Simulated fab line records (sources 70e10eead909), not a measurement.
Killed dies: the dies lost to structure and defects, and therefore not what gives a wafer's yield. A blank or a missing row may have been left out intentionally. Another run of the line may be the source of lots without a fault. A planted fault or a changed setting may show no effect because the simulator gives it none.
A lot that was struck, set against a sound lot :: flow nand harc :: 15 steps out of a route of 1302
Sound: these wafers, L784.1, L784.2, L784.3. The struck wafers were L790.3, L790.4, L790.5. At the end, the cause is stated.
At each step with rows: each side's tool, then ch and its chambers, then its first start. Under that, the readings that differ: sound wafers :: struck wafers :: difference of the means :: sigmas: that difference in standard deviations of wafers without a fault.
alike: words and numbers the same on both sides, and readings whose means are apart by under 2 such deviations; not compared: readings that were withheld, readings missing a value for some wafer, numbers with overlapping values and no deviation given by the record, and bounds like >300 which may hide the same value.
A row with sigmas, a row that says differs or no value, or rows on one side alone: a step with any of these is where the two part. When numbers do not overlap yet have no deviation, they are printed without sigmas and do not part them. Lack of a reading on every wafer of one side parts them only where that side has two or more wafers.

NHARC_A_CHANNEL_HOLE_D1_ETCH_19: etches the open film in C4F8/O2/Ar, time 34.5 s.
  sound on har etch-01 ch 0,1, day 10 00:59; struck on har etch-02 ch 0,1, day 12 13:43
  alike: drypump motor current A, showerhead plenum p Torr, throttle valve pct
  not compared: rf hours counter h
NHARC_A_CHANNEL_HOLE_D1_ETCH_20: etches the open film in C4F8/O2/Ar, time 361.9 s, target depth 1600 nm.
  sound on har etch-01 ch 0,1, day 10 01:06; struck on har etch-02 ch 0,1, day 12 13:53
  alike: drypump motor current A, showerhead plenum p Torr, throttle valve pct
  not compared: rf hours counter h
then, 5 steps without rows for these wafers: NHARC_A_CHANNEL_HOLE_D1_ETCH_21 (etches the open film in C4F8/O2/Ar, time 514.3 s, target depth 1600 nm); NHARC_A_CHANNEL_HOLE_D1_ETCH_22 (etches the open film in C4F8/O2/Ar, time 666.7 s, target depth 1600 nm); NHARC_A_CHANNEL_HOLE_D1_ETCH_23 (etches the open film in C4F8/O2/Ar, time 819 s, target depth 1600 nm); NHARC_A_CHANNEL_HOLE_D1_ETCH_24 (etches the open film in C4F8/O2/Ar, time 906.2 s, target depth 1500 nm); NHARC_A_CHANNEL_HOLE_D1_ETCH_25 (etches the open film in C4F8/O2/Ar, time 1040.2 s, target depth 1500 nm).
NHARC_A_CHANNEL_HOLE_D1_ETCH_26: etches the open film in C4F8/O2/Ar, time 224.1 s, target depth 300 nm.
  sound on har etch-01 ch 0,1, day 10 04:47; struck on har etch-02 ch 0,1, day 12 17:32
  alike: drypump motor current A, showerhead plenum p Torr, throttle valve pct
  not compared: rf hours counter h
NHARC_A_CHANNEL_HOLE_D1_ETCH_33: etches the open film in C4F8/O2/Ar, time 90 s, target depth 400 nm.
  sound on har etch-01 ch 0,1, day 10 04:58; struck on har etch-02 ch 0,1, day 12 17:43
  alike: drypump motor current A, showerhead plenum p Torr, throttle valve pct
  not compared: rf hours counter h
then, 3 steps without rows for these wafers: NHARC_A_CHANNEL_HOLE_D1_STRIP_41 (strips in N2/H2); NHARC_A_CHANNEL_HOLE_D1_STRIP_42 (strips in CF4/CHF3); NHARC_A_CHANNEL_HOLE_D1_STRIP_43 (strips in O2/COS).
NHARC_A_CHANNEL_HOLE_D1_ETCH_44: etches the open film in CF4/O2, target depth 140 nm, overetch 14 nm, time 77 s.
  sound on rie diel-04 ch 0,1,3, day 10 05:43; struck on rie diel-04 ch 1,2, day 12 18:26
reading: cf4 flow sccm (sccm)
sound: 79.76 79.78 80.16
struck: 96.24 96.47 96.18
difference: +16.40
sigmas: +68

reading: oes_f_703_au (a.u.)
sound: 0.987 1.002 1.007
struck: 0.941 0.941 0.943
difference: -0.057
sigmas: -14

reading: oes_o_777_au (a.u.)
sound: 1.005 1.001 1.005
struck: 0.815 0.816 0.815
difference: -0.188
sigmas: -43

reading: showerhead plenum p Torr (Torr)
sound: 1.27 1.34 1.37
struck: 1.52 1.52 1.51
difference: +0.19
sigmas: +4

reading: throttle valve pct (%)
sound: 13.405 13.388 13.376
struck: 14.336 14.363 14.367
difference: +0.966
sigmas: +99 or more
  alike: drypump motor current A, oes product au, rf vpp V
  not compared: rf hours counter h
NHARC_A_CHANNEL_HOLE_D1_STRIP_27: strips in O2.
  sound: rie diel-04 ch 1,2,3; struck: rie diel-04 ch 1,2
  alike: drypump motor current A, oes product au, rf vpp V, showerhead plenum p Torr, throttle valve pct
  not compared: rf hours counter h
NHARC_END_SORT_01:
  the record has rows for the sound wafers here (prober-01 ch 0, day 27 07:19) and none for the struck ones

## WHERE THEY PART
First at NHARC_A_CHANNEL_HOLE_D1_ETCH_44; last, within this record, at NHARC_END_SORT_01.

WHY: what the simulator had put in
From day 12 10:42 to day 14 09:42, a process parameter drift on rie diel-04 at NHARC_A_CHANNEL_HOLE_D1_ETCH_44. Setting cf4 flow sccm, moved by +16, from 80. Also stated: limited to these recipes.
